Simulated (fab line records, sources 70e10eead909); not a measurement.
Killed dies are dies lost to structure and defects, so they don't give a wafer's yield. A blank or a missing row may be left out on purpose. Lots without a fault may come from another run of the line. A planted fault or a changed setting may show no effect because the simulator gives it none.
Chamber matching | flow nand_harc | NHARC_A_STAIRCASE_DESCUM_168 on rie_diel-04: 4 sister chambers
The step chemistry O2, time 3 s. 4 wafers are shown with their chamber, then 8 later ones without.

WAFERS WITH THEIR CHAMBER
wafer  | chamber | showerhead_plenum_p_Torr (Torr)
L084.1 | 2       | 1.80
L084.2 | 0       | 2.07
L084.4 | 1       | 1.90
L086.1 | 3       | 1.78

WAFERS WITHOUT THEIR CHAMBER
wafer  | showerhead_plenum_p_Torr (Torr)
L086.2 | 1.89
L086.6 | 2.07
L093.2 | 1.77
L093.5 | 1.79
L093.6 | 1.77
L092.1 | 1.77
L092.2 | 2.06
L092.5 | 1.77

WHICH CHAMBER EACH WENT THROUGH
wafer  | from the rows above     | in truth
L086.2 | 1                       | 1
L086.6 | 0                       | 0
L093.2 | 3                       | 3
L093.5 | can't be placed: 2 or 3 | 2
L093.6 | 3                       | 3
L092.1 | 3                       | 3
L092.2 | 0                       | 0
L092.5 | 3                       | 3
Placed correctly: 7 of 8. Can't be placed from these rows: 1 (the true chamber is among the candidates in 1). Placed wrongly: 0.
How it was worked out, from the rows above alone: a wafer's distance from a chamber is the root of the sum, over the readings, of the square of ((its reading less the chamber's mean) divided by the reading's scatter). The wafer belongs to the nearest chamber; if the next one is less than 2 further off, it can't be placed. A chamber's mean is the mean of its shown wafers. The scatter: with one shown wafer a chamber, the root of the mean of the squares of how far each hidden wafer lies from its nearest shown one.
